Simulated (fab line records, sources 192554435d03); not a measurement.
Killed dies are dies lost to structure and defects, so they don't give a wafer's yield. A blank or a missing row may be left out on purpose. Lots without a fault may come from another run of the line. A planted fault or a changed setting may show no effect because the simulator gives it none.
fab line records | flow n5_finfet | part 2 of 2: steps 4 to 6 of 6
record lots=24 wafers=72 last_day=18
route steps=1938 shown BEOL_M8@1399 BEOL_M9@1437
lots that met no fault: from a run of the same line without faults
start_h: hours from the record's first day to the start of the lot's first wafer shown | wait_h: hours since the lot's step before | " the same as in the row above | L1.1+2: a row that stands for several wafers | - no value, or no start given | * or withheld: withheld | < > ~ a bound
route shown NAME@n: a module of which the file shows steps, and the number in the route of the first | usual: mean/standard deviation of fault-free wafers | same: alike in all rows | chamber/n: place in a boat | sites: the reading at each site | _std_site: their standard deviation | _edge_site: outer sites' mean less inner sites' | radius_mm: how far each site lies from the wafer's centre | mask NAME#n: copy n | behind: the tool/chamber that last shaped the wafer | hold: why the lot was held/for how many hours/how that ended | device: the transistor (n, p or np) that didn't switch | end of line: the same wafers' tests at the end of the route | a step without rows: its recipe alone | killed: dies lost to structure and defects at the first sort, not the wafer's yield | map: a wafer's dies, x killed, . not, _ none there
set.NAME: the setting as run; set.NAME@STEP: as run at that earlier step | model.NAME: the simulator's own value behind a step, which no gauge read
steps of the route over a sample of lots; a table a step, a row a wafer
services: from which hour (start_h, from the record's first day; less than 0 if before it) a tool's chamber was out of use, for how many hours, and why
## steps
# step N5_BEOL_M9_STRIP_80
# recipe chemistry=N2/H2 time_s=10 power_w=450 temp_c=40 pressure_mtorr=20 rf_frequency_hz=6e+07 bias_power_w=7 n2_flow_sccm=200 h2_flow_sccm=200
# usual drypump_motor_current_A=5.7/0.53 oes_product_au=0.77/0.1 rf_vpp_V=59.2/0.77 showerhead_plenum_p_Torr=2.53/0.079 throttle_valve_pct=23.69/0.24
# columns lot.wafer tool chamber start_h wait_h drypump_motor_current_A oes_product_au rf_hours_counter_h rf_vpp_V showerhead_plenum_p_Torr throttle_valve_pct
L074.1 rie_diel-04 2 - - 5.5 0.75 180 59.9 2.63 23.59
L074.4 " 0 " " 6.1 0.71 - 60.1 2.51 23.51
L074.5 " 1 " " 6.6 0.76 - 58.0 2.43 23.98
L076.1 rie_diel-02 0 - - 6.0 0.70 228 59.6 2.51 24.22
L076.3 " 2 " " 5.6 0.74 150 58.7 2.55 23.37
L076.5 " 2 " " 5.6 0.75 - 59.6 2.55 23.38
L075.3 rie_diel-05 2 - - 5.5 0.93 7 58.3 2.49 23.49
L075.5 " 1 " " 6.7 0.69 - 59.5 2.50 23.85
L075.6 " 0 " " 5.4 0.68 - 59.9 2.51 23.73
L078.1 rie_diel-04 3 - - 5.6 0.97 8 60.4 2.70 23.54
L078.4 " 1 " " 6.6 0.75 184 58.6 2.42 24.02
L078.5 " 1 " " 6.6 0.75 - 58.6 2.42 24.02
L077.1 rie_diel-04 2 - - 5.5 0.74 192 59.8 2.63 23.61
L077.5 " 2 " " 5.5 0.74 - 59.0 2.63 23.62
L077.6 " 3 " " 5.7 0.95 - 59.8 2.70 23.54
L083.1 rie_diel-05 0 - - 5.4 0.67 240 58.4 2.50 23.75
L083.2 " 3 " " 5.6 0.69 225 59.6 2.50 24.07
L083.5 " 1 " " 6.7 0.68 - 59.1 2.50 23.84
L079.2 rie_diel-05 2 - - 5.5 0.91 15 59.2 2.49 23.50
L079.4 " 3 " " 5.6 0.69 227 58.3 2.50 24.08
L079.6 " 0 " " 5.4 0.67 - 59.7 2.50 23.76
L081.1 rie_diel-04 2 - - 5.5 0.75 199 60.8 2.62 23.62
L081.2 " 3 " " 5.6 0.93 17 61.1 2.70 23.54
L081.5 " 3 " " 5.6 0.94 - 60.9 2.70 23.56
L080.1 rie_diel-05 3 - - 5.6 0.69 229 58.2 2.50 24.08
L080.2 " 0 " " 5.4 0.67 244 58.2 2.50 23.76
L080.5 " 1 " " 6.7 0.68 - 59.4 2.50 23.86
L084.1 rie_diel-04 3 - - 5.7 0.92 21 59.1 2.70 23.57
L084.4 " 0 " " 6.1 0.70 217 58.7 2.50 23.54
L084.5 " 2 " " 5.5 0.73 - 60.1 2.62 23.63
L082.2 rie_diel-04 0 - - 6.1 0.69 217 58.3 2.50 23.54
L082.4 " 1 " " 6.6 0.73 198 60.3 2.42 24.04
L082.5 " 1 " " 6.6 0.73 - 58.7 2.42 24.02
L087.3 rie_diel-02 1 - - 5.9 0.88 43 59.1 2.70 23.35
L087.5 " 3 " " 4.8 0.71 - 58.9 2.51 23.93
L087.6 " 2 " " 5.6 0.72 - 60.0 2.54 23.40
L085.2 rie_diel-04 0 - - 6.1 0.70 220 59.9 2.50 23.54
L085.5 " 1 " " 6.6 0.72 - 58.6 2.42 24.04
L085.6 " 2 " " 5.5 0.72 - 59.4 2.62 23.64
L086.1 rie_diel-02 3 - - 4.8 0.70 227 59.4 2.51 23.93
L086.3 " 2 " " 5.6 0.72 176 59.5 2.54 23.40
L086.4 " 3 " " 4.8 0.71 - 59.9 2.51 23.93
L088.1 rie_diel-02 1 - - 5.9 0.87 52 60.4 2.70 23.37
L088.2 " 2 " " 5.5 0.71 178 59.0 2.54 23.42
L088.3 " 3 " " 4.8 0.70 229 59.6 2.51 23.95
L090.1 rie_diel-05 0 - - 5.4 0.66 254 60.0 2.50 23.78
L090.4 " 2 " " 5.5 0.88 - 59.7 2.49 23.51
L090.5 " 0 " " 5.4 0.67 - 58.7 2.50 23.77
L089.1 rie_diel-02 3 - - 4.7 0.69 231 58.7 2.51 23.94
L089.4 " 1 " " 5.9 0.86 55 58.2 2.70 23.37
L089.6 " 2 " " 5.6 0.71 - 59.4 2.53 23.42
L091.1 rie_diel-05 2 - - 5.5 0.86 40 58.8 2.48 23.52
L091.4 " 2 " " 5.5 0.85 - 59.1 2.48 23.52
L091.5 " 1 " " 6.7 0.67 - 60.0 2.49 23.87
L092.1 rie_diel-05 2 - - 5.5 0.86 41 57.4 2.48 23.51
L092.4 " 0 " " 5.4 0.99 - 60.4 2.50 23.46
L092.5 " 1 " " 6.7 0.67 - 59.6 2.49 23.87
L093.1 rie_diel-05 0 - - 5.4 1.00 2 59.1 2.50 23.44
L093.4 " 2 " " 5.5 0.86 - 58.7 2.48 23.52
L093.6 " 0 " " 5.4 0.99 - 59.5 2.50 23.46
L096.1 rie_diel-05 3 - - 5.6 0.68 242 57.4 2.50 24.08
L096.3 " 0 " " 5.4 0.98 3 59.0 2.49 23.44
L096.5 " 3 " " 5.6 0.69 - 59.8 2.50 24.08
L094.1 rie_diel-02 3 - - 4.7 0.69 240 58.5 2.50 23.94
L094.5 " 3 " " 4.8 0.69 - 59.4 2.50 23.96
L094.6 " 0 " " 6.0 0.95 - 59.0 2.49 23.93
L095.3 rie_diel-05 3 - - 5.6 0.69 245 59.3 2.50 24.10
L095.5 " 2 " " 5.5 0.84 - 57.7 2.48 23.53
L095.6 " 3 " " 5.6 0.68 - 58.9 2.50 24.09
L097.2 rie_diel-02 2 - - 5.6 0.70 198 60.4 2.53 23.45
L097.4 " 1 " " 5.9 0.85 71 61.6 2.69 23.40
L097.6 " 2 " " 5.7 0.70 - 59.5 2.53 23.44
# step N5_BEOL_M9_CURE_72
# recipe temp_c=370 time_s=120 ambient=DMADMS/He material=SiCOH_lowk
# usual lamp_power_pct=52.32/0.057 wafer_temp_C_max=371.8/0.91
# columns lot.wafer tool chamber start_h wait_h lamp_power_pct wafer_temp_C_max
L074.1 uv_cure-02 1 214.70 0.2 52.36 372.3
L074.4 " 1 " " 52.38 372.1
L074.5 " 1 " " 52.41 371.7
L076.1 uv_cure-01 0 230.39 0.0 52.32 371.4
L076.3 " 0 " " 52.29 371.9
L076.5 " 0 " " 52.14 371.4
L075.3 uv_cure-01 2 250.48 0.2 52.37 372.3
L075.5 " 2 " " 52.26 371.1
L075.6 " 2 " " 52.23 371.1
L078.1 uv_cure-02 1 250.56 0.1 52.34 372.0
L078.4 " 1 " " 52.25 371.9
L078.5 " 1 " " 52.35 372.5
L077.1 uv_cure-01 1 258.98 0.0 52.25 371.1
L077.5 " 1 " " 52.25 370.7
L077.6 " 1 " " 52.28 371.1
L083.1 uv_cure-01 1 272.27 0.0 52.35 371.6
L083.2 " 1 " " 52.29 371.1
L083.5 " 1 " " 52.31 371.9
L079.2 uv_cure-01 1 280.03 0.4 52.35 370.8
L079.4 " 1 " " 52.42 370.8
L079.6 " 1 " " 52.33 371.4
L081.1 uv_cure-02 2 284.63 0.0 52.33 372.7
L081.2 " 2 " " 52.27 372.7
L081.5 " 2 " " 52.15 372.6
L080.1 uv_cure-03 0 284.68 0.0 52.31 373.2
L080.2 " 0 " " 52.26 372.4
L080.5 " 0 " " 52.27 372.6
L084.1 uv_cure-01 1 296.35 0.0 52.35 370.9
L084.4 " 1 " " 52.29 370.7
L084.5 " 1 " " 52.48 371.2
L082.2 uv_cure-02 0 297.17 0.1 52.41 371.6
L082.4 " 0 " " 52.28 371.2
L082.5 " 0 " " 52.34 371.4
L087.3 uv_cure-03 0 299.33 0.1 52.35 373.8
L087.5 " 0 " " 52.39 372.6
L087.6 " 0 " " 52.29 372.7
L085.2 uv_cure-03 2 307.94 0.1 52.34 371.9
L085.5 " 2 " " 52.34 371.9
L085.6 " 2 " " 52.43 371.0
L086.1 uv_cure-01 1 314.26 0.0 52.34 370.9
L086.3 " 1 " " 52.32 370.5
L086.4 " 1 " " 52.33 371.2
L088.1 uv_cure-02 2 319.73 0.0 52.23 373.8
L088.2 " 2 " " 52.26 373.4
L088.3 " 2 " " 52.40 373.0
L090.1 uv_cure-02 2 320.17 0.0 52.35 372.5
L090.4 " 2 " " 52.29 372.6
L090.5 " 2 " " 52.36 372.0
L089.1 uv_cure-01 0 327.39 0.0 52.31 371.3
L089.4 " 0 " " 52.25 371.3
L089.6 " 0 " " 52.32 371.2
L091.1 uv_cure-01 1 342.44 0.0 52.30 370.8
L091.4 " 1 " " 52.30 370.7
L091.5 " 1 " " 52.24 370.7
L092.1 uv_cure-03 1 344.39 0.0 52.35 373.0
L092.4 " 1 " " 52.40 372.4
L092.5 " 1 " " 52.35 373.1
L093.1 uv_cure-01 1 346.46 0.0 52.27 370.8
L093.4 " 1 " " 52.34 371.5
L093.6 " 1 " " 52.29 371.6
L096.1 uv_cure-01 0 349.78 0.0 52.27 371.7
L096.3 " 0 " " 52.34 371.3
L096.5 " 0 " " 52.22 371.1
L094.1 uv_cure-03 2 354.91 0.0 52.35 371.4
L094.5 " 2 " " 52.27 371.5
L094.6 " 2 " " 52.28 371.6
L095.3 uv_cure-01 0 355.05 0.1 52.34 371.4
L095.5 " 0 " " 52.32 371.2
L095.6 " 0 " " 52.38 371.4
L097.2 uv_cure-02 2 376.92 0.1 52.33 373.8
L097.4 " 2 " " 52.35 373.9
L097.6 " 2 " " 52.19 372.6
# step N5_BEOL_M9_DEGAS_44
# recipe ambient=vacuum temp_c=250 time_s=60
# usual heater_power_w=313/29 susceptor_temp_C=249.99/0.18
# columns lot.wafer tool chamber start_h wait_h heater_power_w susceptor_temp_C
L074.1 pvd_sputter-03 - 215.40 0.7 320 250.07
L074.4 " - " " 292 250.12
L074.5 " - " " 292 249.98
L076.1 pvd_sputter-02 - 231.15 0.7 312 250.16
L076.3 " - " " 375 249.82
L076.5 " - " " 312 249.61
L078.1 pvd_sputter-01 - 250.89 0.3 254 249.78
L078.4 " - " " 313 250.24
L078.5 " - " " 308 250.40
L075.3 pvd_sputter-01 - 251.05 0.5 256 249.88
L075.5 " - " " 302 250.19
L075.6 " - " " 292 249.99
L077.1 pvd_sputter-01 - 259.79 0.8 256 249.84
L077.5 " - " " 259 249.68
L077.6 " - " " 301 250.00
L083.1 pvd_sputter-01 - 272.73 0.4 295 250.01
L083.2 " - " " 288 250.08
L083.5 " - " " 295 250.05
L079.2 pvd_sputter-02 - 280.54 0.5 363 250.03
L079.4 " - " " 333 249.90
L079.6 " - " " 313 249.96
L081.1 pvd_sputter-01 - 285.11 0.4 255 250.04
L081.2 " - " " 284 250.35
L081.5 " - " " 285 250.21
L080.1 pvd_sputter-01 - 285.19 0.5 255 250.00
L080.2 " - " " 284 250.14
L080.5 " - " " 287 250.19
L084.1 pvd_sputter-02 - 296.67 0.3 307 249.82
L084.4 " - " " 322 250.14
L084.5 " - " " 363 249.69
L082.2 pvd_sputter-02 - 298.97 1.8 370 249.96
L082.4 " - " " 301 250.22
L082.5 " - " " 334 250.14
L087.3 pvd_sputter-02 - 299.67 0.3 337 249.46
L087.5 " - " " 339 249.73
L087.6 " - " " 363 249.78
L085.2 pvd_sputter-03 - 308.44 0.4 317 249.73
L085.5 " - " " 320 250.02
L085.6 " - " " 340 250.19
L086.1 pvd_sputter-02 - 314.89 0.5 319 249.68
L086.3 " - " " 313 250.12
L086.4 " - " " 336 249.87
L088.1 pvd_sputter-03 - 320.44 0.7 329 250.21
L088.2 " - " " 329 250.43
L088.3 " - " " 295 249.79
L090.1 pvd_sputter-03 - 320.72 0.5 332 250.33
L090.4 " - " " 344 250.33
L090.5 " - " " 290 250.06
L089.1 pvd_sputter-02 - 327.96 0.5 321 249.94
L089.4 " - " " 320 250.07
L089.6 " - " " 360 250.23
L091.1 pvd_sputter-03 - 344.20 1.7 330 249.92
L091.4 " - " " 300 250.00
L091.5 " - " " 336 249.92
L092.1 pvd_sputter-03 - 344.72 0.3 345 249.88
L092.4 " - " " 339 250.15
L092.5 " - " " 334 249.71
L093.1 pvd_sputter-02 - 346.99 0.5 370 250.18
L093.4 " - " " 306 249.91
L093.6 " - " " 326 250.03
L096.1 pvd_sputter-02 - 350.69 0.9 336 249.79
L096.3 " - " " 309 249.65
L096.5 " - " " 369 249.88
L094.1 pvd_sputter-01 - 355.50 0.5 258 250.06
L094.5 " - " " 297 250.09
L094.6 " - " " 258 249.92
L095.3 pvd_sputter-01 - 355.58 0.5 289 249.87
L095.5 " - " " 249 250.00
L095.6 " - " " 306 249.77
L097.2 pvd_sputter-01 - 377.68 0.7 311 249.76
L097.4 " - " " 302 250.12
L097.6 " - " " 251 249.93
## services
# columns tool chamber start_h hours kind
uv_cure-01 - 191.61 6.0 pm
rie_diel-02 0 202.66 7.8 repair
rie_diel-02 2 206.69 6.6 repair
rie_diel-05 2 209.91 - clean
rie_diel-05 2 209.91 - consumable_replace:focus_ring
uv_cure-03 - 213.11 1.6 repair
uv_cure-02 - 238.24 6.0 pm
rie_diel-02 3 267.45 4.0 repair
uv_cure-03 - 271.63 2.1 pm
rie_diel-02 - 275.75 2.8 pm
uv_cure-03 - 287.93 0.3 repair
uv_cure-01 - 299.81 3.4 pm
uv_cure-02 - 305.01 7.5 pm
uv_cure-01 - 318.78 1.0 pm
rie_diel-05 0 325.56 - clean
rie_diel-05 0 325.56 - consumable_replace:focus_ring
rie_diel-05 0 325.56 16.5 scheduled_down
rie_diel-05 0 325.56 16.5 vent_cycle
uv_cure-01 - 331.47 2.3 repair
uv_cure-01 - 343.58 1.4 repair
rie_diel-05 1 347.76 - clean
rie_diel-05 1 347.76 - consumable_replace:focus_ring
rie_diel-05 1 347.76 19.1 scheduled_down
rie_diel-05 1 347.76 19.1 vent_cycle
